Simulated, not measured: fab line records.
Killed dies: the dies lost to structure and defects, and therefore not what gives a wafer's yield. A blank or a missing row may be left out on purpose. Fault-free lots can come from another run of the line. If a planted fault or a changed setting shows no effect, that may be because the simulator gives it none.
fab line records	flow n5-finfet
record: lots: 5	wafers: 15	last-day: 16
route steps=1938 shown BEOL_M15@1783 PASSIVATION@1936
lots with no fault: from the same line, run without faults
start-h: hours from the record's opening day to when the first of the lot's shown wafers began	wait-h: hours elapsed since this lot's preceding step	" unchanged from the row above	L1.1+2: a row that stands for several wafers	- no value, or no start given	* or withheld: withheld	< > ~ a bound
route shown NAME@n: names a module that has steps shown in the file, with the first one's number in the route	usual: mean and standard deviation over wafers with no fault	same: alike in all rows	chamber/n: place in a boat	sites: per-site readings	_std_site: standard deviation across them	_edge_site: the outer-site mean with the inner-site mean subtracted	radius-mm: how far each site lies from the wafer's centre	mask NAME#n: copy n	behind: tool/chamber where the wafer was last shaped	hold: reason for holding the lot/hours on hold/outcome of the hold	device: whichever transistor did not switch (one of n, p or np)	end of line: tests run on the same wafers once the route is complete	a step with no rows: only its recipe	killed: at the first sort, the dies lost to defects and structure; wafer yield is something else	map: a wafer's dies, marking killed ones x, the rest . and places with no die _
set.NAME: the setting the step ran with; set.NAME@STEP: the setting that earlier step ran with	model.NAME: the simulator's own value behind a step, which no gauge read
lots at selected steps of the route; one table per step, one row per wafer
services: a tool's chamber out of use, with start hour (start-h, from the record's first day; less than 0 if before it), hours out, and reason
== steps ==
step: N5_BEOL_M15_CD_MEAS_10
recipe: target-cd-nm: 360	landing-energy-ev: 500	detector: se-inlens	polarity: opening
usual: cd-nm: 359.6/1.5
lot.wafer	tool	chamber	start-h	wait-h	cd-nm
L293.1	cd-sem-01	0	270.90	-	361.3
L293.2	"	0	"	"	361.9
L293.4	"	0	"	"	360.2
L292.4	cd-sem-02	0	271.10	-	357.1
L292.5	"	0	"	"	358.7
L292.6	"	0	"	"	356.5
L301.3	cd-sem-03	0	325.95	-	357.9
L301.5	"	0	"	"	360.2
L301.6	"	0	"	"	357.7
L305.4	cd-sem-02	0	350.02	-	357.4
L305.5	"	0	"	"	359.0
L305.6	"	0	"	"	358.2
L307.2	cd-sem-02	0	371.63	-	358.8
L307.3	"	0	"	"	360.7
L307.5	"	0	"	"	361.2
step: N5_BEOL_M15_OVL_MEAS_11
recipe: points-per-wafer: 44
usual: V14_OVL: -1/5.2
lot.wafer	tool	chamber	start-h	wait-h	V14_OVL[nm]
L293.1	overlay-01	0	270.93	0.0	-5
L293.2	"	0	"	"	-4
L293.4	"	0	"	"	-8
L292.4	overlay-01	0	271.13	0.0	9
L292.5	"	0	"	"	-4
L292.6	"	0	"	"	6
L301.3	overlay-02	0	325.97	0.0	-11
L301.5	"	0	"	"	-4
L301.6	"	0	"	"	-3
L305.4	overlay-02	0	350.04	0.0	-3
L305.5	"	0	"	"	-1
L305.6	"	0	"	"	-3
L307.2	overlay-01	0	371.66	0.0	-1
L307.3	"	0	"	"	-4
L307.5	"	0	"	"	-2
step: N5_BEOL_M15_INSPECT_12
recipe: mode: adi	inspect-instrument: macro
usual: raw-defect-count: 2.0/1.5
lot.wafer	tool	chamber	start-h	wait-h	raw-defect-count
L293.1	defect-inspect-01	-	270.95	0.0	3
L293.2	"	-	"	"	2
L293.4	"	-	"	"	0
L292.4	defect-inspect-02	-	271.15	0.0	1
L292.5	"	-	"	"	6
L292.6	"	-	"	"	3
L301.3	defect-inspect-01	-	326.00	0.0	4
L301.5	"	-	"	"	2
L301.6	"	-	"	"	2
L305.4	defect-inspect-02	-	350.07	0.0	3
L305.5	"	-	"	"	1
L305.6	"	-	"	"	3
L307.2	defect-inspect-02	-	371.68	0.0	2
L307.3	"	-	"	"	2
L307.5	"	-	"	"	1
step: N5_BEOL_M15_DESCUM_15
recipe: chemistry: O2	time-s: 7.9	source-power-w: 50	bias-power-w: 20	pressure-mtorr: 20	rf-frequency-hz: 2.712e+07	temp-c: 40	o2-flow-sccm: 225
usual: drypump-motor-current-A: 5.7/0.46	oes-product-au: 0.75/0.089	rf-vpp-V: 243.2/1.5	showerhead-plenum-p-Torr: 2.09/0.072	throttle-valve-pct: 20.48/0.21
lot.wafer	tool	chamber	start-h	wait-h	drypump-motor-current-A	oes-product-au	rf-hours-counter-h	rf-vpp-V	showerhead-plenum-p-Torr	throttle-valve-pct
L293.1	rie-diel-02	2	270.99	0.0	4.9	0.71	212	244.5	2.06	20.26
L293.2	"	0	"	"	5.7	0.72	190	242.3	2.08	20.33
L293.4	"	1	"	"	6.2	0.70	215	244.6	2.16	20.51
L292.4	rie-diel-01	2	271.19	0.0	5.9	0.69	212	242.8	2.14	20.52
L292.5	"	3	"	"	5.0	0.70	-	241.5	2.00	20.62
L292.6	"	0	"	"	6.0	0.75	-	243.1	2.02	20.82
L301.3	rie-diel-05	3	326.03	0.0	5.6	0.94	7	244.7	2.15	20.22
L301.5	"	0	"	"	5.8	0.79	-	244.9	2.18	20.46
L301.6	"	1	"	"	5.7	0.69	-	240.8	1.99	20.94
L305.4	rie-diel-01	1	350.10	0.0	6.5	0.84	94	243.7	2.11	20.34
L305.5	"	3	"	"	5.0	0.68	-	240.8	1.99	20.66
L305.6	"	2	"	"	6.0	0.67	-	243.2	2.13	20.52
L307.2	rie-diel-05	2	371.72	0.0	5.6	0.92	11	244.2	2.13	20.01
L307.3	"	3	"	"	5.6	0.90	21	244.7	2.15	20.24
L307.5	"	1	"	"	5.7	0.68	-	241.2	1.98	20.95
step: N5_BEOL_M15_ETCH_59
recipe: chemistry: N2/H2	target: BARC	target-depth-a: 890	overetch-a: 267	time-s: 67.9	ion-energy-ev: 200	pressure-mtorr: 30	source-w: 840	bias-w: 150	n2-flow-sccm: 200	h2-flow-sccm: 200
usual: drypump-motor-current-A: 5.7/0.47	oes-product-au: 0.64/0.072	rf-vpp-V: 523.8/2.7	showerhead-plenum-p-Torr: 2.53/0.092	throttle-valve-pct: 17.93/0.19
lot.wafer	tool	chamber	start-h	wait-h	drypump-motor-current-A	oes-product-au	rf-hours-counter-h	rf-vpp-V	showerhead-plenum-p-Torr	throttle-valve-pct
L293.1	rie-diel-02	2	271.02	0.0	5.0	0.61	212	524.0	2.51	17.85
L293.2	"	0	"	"	5.8	0.61	190	523.7	2.52	17.80
L293.4	"	1	"	"	6.2	0.60	215	525.6	2.59	17.71
L292.4	rie-diel-01	2	271.22	0.0	6.0	0.61	212	525.7	2.62	18.03
L292.5	"	3	"	"	5.0	0.59	-	520.7	2.42	18.10
L292.6	"	0	"	"	6.1	0.65	-	519.3	2.42	18.03
L301.3	rie-diel-05	3	326.07	0.0	5.6	0.80	7	527.2	2.61	17.64
L301.5	"	0	"	"	5.9	0.68	-	527.7	2.65	17.86
L301.6	"	1	"	"	5.7	0.60	-	521.0	2.40	18.40
L305.4	rie-diel-01	1	350.14	0.0	6.5	0.70	94	524.9	2.58	17.96
L305.5	"	3	"	"	5.0	0.58	-	519.0	2.41	18.14
L305.6	"	2	"	"	6.0	0.60	-	526.1	2.61	18.07
L307.2	rie-diel-05	2	371.75	0.0	5.6	0.79	11	524.4	2.60	17.50
L307.3	"	3	"	"	5.6	0.76	21	524.7	2.61	17.64
L307.5	"	1	"	"	5.7	0.58	-	519.9	2.40	18.43
step: N5_BEOL_M15_VIA_ETCH_16
recipe: chemistry: C4F8/O2/Ar	target: SiO2	he-inner-torr: 15	he-outer-torr: 30	target-depth-a: 17922	time-s: withheld	ion-energy-ev: 800	pressure-mtorr: 20	source-w: 1905	bias-w: 2040	Ar_flow_sccm: 400	C4F8_flow_sccm: 16	O2_flow_sccm: 12	ends: cleared
usual: drypump-motor-current-A: 5.7/0.47	oes-product-au: 0.67/0.078	rf-vpp-V: 2232/33	showerhead-plenum-p-Torr: 3.43/0.12	throttle-valve-pct: 30.88/0.21
lot.wafer	tool	chamber	start-h	wait-h	drypump-motor-current-A	oes-product-au	rf-vpp-V	showerhead-plenum-p-Torr	throttle-valve-pct
L293.1	rie-diel-02	2	271.07	0.0	4.9	0.65	2233	3.39	30.69
L293.2	"	0	"	"	5.8	0.66	2214	3.42	30.70
L293.4	"	1	"	"	6.2	0.64	2227	3.54	30.94
L292.4	rie-diel-01	2	271.27	0.0	6.0	0.63	2297	3.55	31.09
L292.5	"	3	"	"	5.0	0.63	2223	3.28	31.05
L292.6	"	0	"	"	6.1	0.68	2208	3.29	31.00
L301.3	rie-diel-05	3	326.12	0.0	5.6	0.84	2244	3.53	30.75
L301.5	"	0	"	"	5.9	0.71	2309	3.59	31.04
L301.6	"	1	"	"	5.7	0.62	2247	3.29	31.50
L305.4	rie-diel-01	1	350.19	0.0	6.5	0.75	2210	3.44	30.66
L305.5	"	3	"	"	5.0	0.62	2222	3.27	31.07
L305.6	"	2	"	"	6.0	0.61	2297	3.54	31.13
L307.2	rie-diel-05	2	371.80	0.0	5.6	0.82	2161	3.53	30.60
L307.3	"	3	"	"	5.6	0.80	2244	3.52	30.76
L307.5	"	1	"	"	5.8	0.61	2246	3.28	31.50
step: N5_BEOL_M15_STRIP_63
recipe: chemistry: O2	power-w: 600	temp-c: 60	pressure-mtorr: 30	rf-frequency-hz: 6e+07	bias-power-w: 0	overash-fraction: 0.3	o2-flow-sccm: 225
usual: drypump-motor-current-A: 5.7/0.46	oes-product-au: 0.75/0.087	rf-vpp-V: 3.7/0.75	showerhead-plenum-p-Torr: 2.09/0.072	throttle-valve-pct: 16.74/0.2
lot.wafer	tool	chamber	start-h	wait-h	drypump-motor-current-A	oes-product-au	rf-hours-counter-h	rf-vpp-V	showerhead-plenum-p-Torr	throttle-valve-pct
L293.1	rie-diel-02	2	-	-	4.9	0.73	212	3.0	2.06	16.56
L293.2	"	0	"	"	5.7	0.73	190	2.7	2.09	16.60
L293.4	"	1	"	"	6.2	0.70	215	3.1	2.17	16.74
L292.4	rie-diel-01	2	-	-	6.0	0.69	212	3.6	2.14	16.80
L292.5	"	3	"	"	5.0	0.70	-	3.9	2.01	16.84
L292.6	"	0	"	"	6.0	0.75	-	4.9	2.02	17.01
L301.3	rie-diel-05	3	-	-	5.6	0.94	8	2.4	2.16	16.39
L301.5	"	0	"	"	5.8	0.78	-	4.3	2.18	16.72
L301.6	"	1	"	"	5.7	0.68	-	4.4	1.99	17.17
L305.4	rie-diel-01	1	-	-	6.5	0.85	94	5.1	2.11	16.59
L305.5	"	3	"	"	5.0	0.69	-	3.0	2.00	16.87
L305.6	"	2	"	"	6.0	0.68	-	3.0	2.13	16.84
L307.2	rie-diel-05	2	-	-	5.6	0.90	11	4.0	2.14	16.28
L307.3	"	3	"	"	5.6	0.89	21	4.6	2.15	16.45
L307.5	"	1	"	"	5.7	0.68	-	3.8	1.99	17.18
step: N5_BEOL_M15_STRIP_64
recipe: chemistry: O2	power-w: 600	temp-c: 60	pressure-mtorr: 30	rf-frequency-hz: 6e+07	bias-power-w: 0	overash-fraction: 0.3	o2-flow-sccm: 225
usual: drypump-motor-current-A: 5.7/0.47	oes-product-au: 0.75/0.088	rf-vpp-V: 3.6/0.51	showerhead-plenum-p-Torr: 2.09/0.072	throttle-valve-pct: 16.74/0.2
lot.wafer	tool	chamber	start-h	wait-h	drypump-motor-current-A	oes-product-au	rf-hours-counter-h	rf-vpp-V	showerhead-plenum-p-Torr	throttle-valve-pct
L293.1	rie-diel-02	2	-	-	4.9	0.72	212	3.8	2.06	16.58
L293.2	"	0	"	"	5.8	0.72	190	4.0	2.09	16.63
L293.4	"	1	"	"	6.1	0.70	215	3.5	2.17	16.79
L292.4	rie-diel-01	2	-	-	6.0	0.69	212	4.0	2.14	16.82
L292.5	"	3	"	"	5.0	0.70	-	3.2	2.01	16.84
L292.6	"	0	"	"	6.1	0.76	-	2.9	2.03	17.03
L301.3	rie-diel-05	3	-	-	5.6	0.94	8	3.5	2.16	16.43
L301.5	"	0	"	"	5.9	0.79	-	2.8	2.18	16.71
L301.6	"	1	"	"	5.7	0.69	-	3.6	1.99	17.18
L305.4	rie-diel-01	1	-	-	6.5	0.83	94	3.7	2.11	16.59
L305.5	"	3	"	"	5.0	0.68	-	3.4	2.00	16.88
L305.6	"	2	"	"	6.0	0.67	-	4.7	2.13	16.86
L307.2	rie-diel-05	2	-	-	5.6	0.92	11	3.6	2.14	16.30
L307.3	"	3	"	"	5.6	0.90	21	3.0	2.15	16.43
L307.5	"	1	"	"	5.7	0.67	-	3.3	1.99	17.19
step: N5_BEOL_M15_STRIP_65
recipe: chemistry: post-etch-residue-remover	time-s: 60	temp-c: 25	remover-ph: withheld	remover-water-wt-pct: withheld	remover-fluoride-wt-pct: withheld
step: N5_BEOL_M15_SRD_66
recipe: time-s: 30	temp-c: 23	rinse-liquid: diw	dry: n2-spin	spin-rpm: 1500	dry-time-s: 30
step: N5_BEOL_M15_CD_MEAS_17
recipe: target-cd-nm: 360	polarity: opening
usual: cd-nm: 360.9/2.1
lot.wafer	tool	chamber	start-h	wait-h	cd-nm
L293.1	cd-sem-02	-	271.48	0.0	364.5
L293.2	"	-	"	"	363.7
L293.4	"	-	"	"	361.0
L292.4	cd-sem-03	-	271.69	0.0	357.1
L292.5	"	-	"	"	358.4
L292.6	"	-	"	"	357.8
L301.3	cd-sem-02	-	326.53	0.0	360.2
L301.5	"	-	"	"	358.5
L301.6	"	-	"	"	358.9
L305.4	cd-sem-02	-	350.61	0.0	358.3
L305.5	"	-	"	"	356.0
L305.6	"	-	"	"	358.7
L307.2	cd-sem-03	-	372.21	0.0	361.0
L307.3	"	-	"	"	361.6
L307.5	"	-	"	"	364.4
step: N5_BEOL_M15_COAT_56
recipe: resist: SOC	temp-c: 250	time-s: 60	spin-rpm: 1500	resist-thk-nm: 550
step: N5_BEOL_M15_ETCH_57
recipe: chemistry: N2/H2	target: SOC	source-w: 3000	bias-w: 350	time-s: 750	ion-energy-ev: 200	pressure-mtorr: 30	n2-flow-sccm: 200	h2-flow-sccm: 200
usual: drypump-motor-current-A: 5.8/0.41	oes-product-au: 0.75/0.088	rf-vpp-V: 523.9/2.8	showerhead-plenum-p-Torr: 2.54/0.096	throttle-valve-pct: 17.85/0.21
lot.wafer	tool	chamber	start-h	wait-h	drypump-motor-current-A	oes-product-au	rf-hours-counter-h	rf-vpp-V	showerhead-plenum-p-Torr	throttle-valve-pct
L293.1	rie-diel-01	1	271.60	-	6.5	0.87	68	523.5	2.59	17.79
L293.2	"	0	"	"	6.1	0.75	175	521.0	2.42	17.92
L293.4	"	3	"	"	5.0	0.70	221	520.9	2.42	17.99
L292.4	rie-diel-05	2	271.95	-	5.6	0.70	238	525.2	2.61	17.79
L292.5	"	2	"	"	5.6	0.70	-	527.2	2.61	17.81
L292.6	"	3	"	"	5.6	0.69	-	525.4	2.62	17.96
L301.3	rie-diel-01	0	326.65	-	6.0	0.73	193	521.0	2.42	17.96
L301.5	"	1	"	"	6.5	1.20	-	524.8	2.58	17.83
L301.6	"	0	"	"	6.0	0.74	-	518.4	2.42	17.96
L305.4	rie-diel-02	0	350.71	-	5.7	0.69	213	523.0	2.51	17.73
L305.5	"	3	"	"	5.9	0.67	-	519.4	2.41	18.06
L305.6	"	2	"	"	4.9	0.69	-	522.6	2.50	17.78
L307.2	rie-diel-05	3	372.31	-	5.6	0.89	21	526.1	2.61	17.54
L307.3	"	1	"	"	5.7	0.68	229	520.8	2.40	18.31
L307.5	"	1	"	"	5.7	0.67	-	520.8	2.40	18.31
step: N5_BEOL_M15_COAT_60
recipe: resist: BARC	temp-c: 205	time-s: 60	spin-rpm: 1500	resist-thk-nm: 89
step: N5_PASSIVATION_PROBE_49
usual: defect-limited-yield: 91.0/1.3	killed_at_M0_to_M3: 36/9.5	killed_at_M4_up: 14/5.6	killed-at-contacts: 12/6.4	killed-at-front-end: 40/10	killed-at-other: 3.2/3	killed-dies: 107/15	killed-open: 69/12	killed-short: 35/7.7	sort_bin_5_function: 5.3/0.91	sort_bin_6_memory: 3.3/0.65	sort-n-pass: 1073/15	sort-yield-pct: 91.0/1.3
same: gross-dies: 1180	killed-at-back-side: 0	sort_bin_4_leakage[%]: 0	sort_bin_8_speed[%]: 0
lot.wafer	tool	chamber	start-h	wait-h	defect-limited-yield[%]	killed_at_M0_to_M3	killed_at_M4_up	killed-at-contacts	killed-at-front-end	killed-at-other	killed-dies	killed-open	killed-short	sort_bin_5_function[%]	sort_bin_6_memory[%]	sort-n-pass	sort-yield-pct[%]
L293.1	prober-02	-	291.74	0.0	90.6	41	11	21	32	6	111	70	38	6.5	2.6	1069	90.6
L293.2	prober-02	-	291.79	0.1	90.8	32	13	23	37	3	108	73	31	5.5	3.6	1072	90.8
L293.4	prober-02	-	291.89	0.2	89.6	39	12	12	49	11	123	71	44	5.8	3.4	1057	89.6
L301.5	prober-02	-	347.54	0.2	92.3	30	9	6	34	12	91	48	37	3.5	3.6	1089	92.3
L301.6	prober-02	-	347.59	0.3	91.3	29	14	6	48	6	103	62	39	5.3	3.2	1077	91.3
L305.4	prober-01	-	382.06	0.2	87.5	47	21	23	44	13	148	82	63	8.1	4.2	1032	87.5
L305.5	prober-01	-	382.11	0.2	91.2	44	15	21	22	2	104	73	31	5.1	3.6	1076	91.2
L305.6	prober-01	-	382.16	0.3	90.4	42	16	14	28	13	113	76	35	5.4	3.6	1067	90.4
L307.2	prober-01	-	391.66	0.1	90.5	38	11	12	51	0	112	69	43	6.1	3.1	1068	90.5
L307.3	prober-01	-	391.71	0.1	90.9	32	9	8	58	0	107	68	36	5.1	3.5	1073	90.9
L307.5	prober-01	-	391.81	0.2	89.3	32	31	13	50	0	126	81	45	6.2	4.2	1054	89.3
killed by level:class
L293.1 MOL_CONTACT_COAG:geometric-particle:open=20 BEOL_M0_SAQP:geometric-particle:short=14 BEOL_M0_SAQP:geometric-particle:open=11 STI_FIN_REVEAL:geometric-particle:open=9 BEOL_M4:geometric-particle:open=6 GATE_CUT:geometric-particle:short=5 BEOL_M1:geometric-particle:open=5 BEOL_M3:geometric-particle:open=4
L293.2 MOL_CONTACT_COAG:geometric-particle:open=18 BEOL_M3:geometric-particle:open=10 STI_FIN_REVEAL:geometric-particle:open=9 BEOL_M2:geometric-particle:open=9 MOL_CONTACT_COAG:geometric-particle:short=5 BEOL_M4:geometric-particle:open=5 FIN_SAQP:geometric-particle:open=4 BEOL_M2:geometric-particle:short=4
L293.4 STI_FIN_REVEAL:geometric-particle:open=15 BEOL_M0_SAQP:geometric-particle:open=14 BEOL_M0_SAQP:geometric-particle:short=11 FIN_SAQP:geometric-particle:short=10 MOL_CONTACT_COAG:geometric-particle:open=9 BEOL_M2:geometric-particle:open=9 PASS1_DEP:geometric-particle:open=6 HKMG_FIN:area-etch=6
L301.5 BEOL_M0_SAQP:geometric-particle:short=10 BEOL_M0_SAQP:geometric-particle:open=9 PAD_METAL:geometric-particle:short=8 MOL_CONTACT_COAG:geometric-particle:open=6 FIN_SAQP:geometric-particle:short=6 STI_FIN_REVEAL:geometric-particle:open=6 HKMG_FIN:area-etch=6 BEOL_M2:geometric-particle:open=5
L301.6 BEOL_M2:geometric-particle:open=8 FIN_SAQP:geometric-particle:short=7 STI_FIN_REVEAL:geometric-particle:open=7 BEOL_M0_SAQP:geometric-particle:short=7 BEOL_M3:geometric-particle:open=6 FIN_SAQP:geometric-particle:open=5 MOL_CONTACT_COAG:geometric-particle:open=5 BEOL_M4:geometric-particle:open=5
L305.4 MOL_CONTACT_COAG:geometric-particle:open=18 BEOL_M0_SAQP:geometric-particle:short=14 FIN_SAQP:geometric-particle:short=10 BEOL_M0_SAQP:geometric-particle:open=7 GATE_CUT:geometric-particle:short=7 BEOL_M0:geometric-particle:open=7 BEOL_M1:geometric-particle:open=7 FIN_SAQP:geometric-particle:open=6
L305.5 MOL_CONTACT_COAG:geometric-particle:open=15 BEOL_M0_SAQP:geometric-particle:short=11 FIN_SAQP:geometric-particle:open=10 BEOL_M1:geometric-particle:open=7 MOL_CONTACT_COAG:geometric-particle:short=6 BEOL_M5:geometric-particle:open=6 BEOL_M3:geometric-particle:open=5 BEOL_M0:geometric-particle:open=5
L305.6 MOL_CONTACT_COAG:geometric-particle:open=13 FIN_SAQP:geometric-particle:open=11 BEOL_M0_SAQP:geometric-particle:short=11 BEOL_M1:geometric-particle:open=9 GATE_CUT:geometric-particle:short=6 PAD_METAL:geometric-particle:open=5 BEOL_M0_SAQP:geometric-particle:open=5 BEOL_M5:geometric-particle:open=5
L307.2 FIN_SAQP:geometric-particle:short=18 BEOL_M0_SAQP:geometric-particle:open=13 MOL_CONTACT_COAG:geometric-particle:open=11 BEOL_M0_SAQP:geometric-particle:short=9 STI_FIN_REVEAL:geometric-particle:open=8 FIN_SAQP:geometric-particle:open=7 BEOL_M3:geometric-particle:open=7 BEOL_M4:geometric-particle:open=7
L307.3 FIN_SAQP:geometric-particle:open=12 BEOL_M0_SAQP:geometric-particle:short=9 STI_FIN_REVEAL:geometric-particle:open=9 FIN_SAQP:geometric-particle:short=7 BEOL_M0_SAQP:geometric-particle:open=7 MOL_CONTACT_COAG:geometric-particle:open=7 BEOL_M2:geometric-particle:open=6 BEOL_M4:geometric-particle:open=6
L307.5 BEOL_M4:geometric-particle:open=16 FIN_SAQP:geometric-particle:short=13 MOL_CONTACT_COAG:geometric-particle:open=12 FIN_SAQP:geometric-particle:open=9 STI_FIN_REVEAL:geometric-particle:open=7 BEOL_M0_SAQP:geometric-particle:open=7 BEOL_M4:geometric-particle:short=7 BEOL_M2:geometric-particle:open=6
== services ==
tool	chamber	start-h	hours	kind
rie-diel-05	3	291.67	-	clean
rie-diel-05	3	291.67	-	consumable-replace:focus-ring
rie-diel-05	3	291.67	12.5	scheduled-down
rie-diel-05	3	291.67	12.5	vent-cycle
rie-diel-05	2	312.84	-	clean
rie-diel-05	2	312.84	-	consumable-replace:focus-ring
rie-diel-05	2	312.84	16.0	scheduled-down
rie-diel-05	2	312.84	16.0	vent-cycle
rie-diel-02	3	351.18	-	clean
rie-diel-02	3	351.18	-	consumable-replace:focus-ring
rie-diel-02	3	351.18	-	consumable-replace:showerhead
rie-diel-02	3	351.18	16.0	scheduled-down
rie-diel-02	3	351.18	16.0	vent-cycle
rie-diel-05	0	365.70	8.6	repair
== key ==
first-sign: step: N5_BEOL_M15_ETCH_57	reading: oes-product-au	direction: up	sigmas: 5.1	usual: 0.75	struck: 1.20
effect none on later readings
met-at N5_BEOL_M15_ETCH_57
struck-wafers L301.5
onset-between 271.60 326.65
fault: kind: process-parameter-drift	tool: rie-diel-01	chamber: -	onset-h: 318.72	steps: N5_BEOL_M15_ETCH_57	channel: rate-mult	offset: 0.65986	shape: step	end-h: 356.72	scope: struck-wafers-only
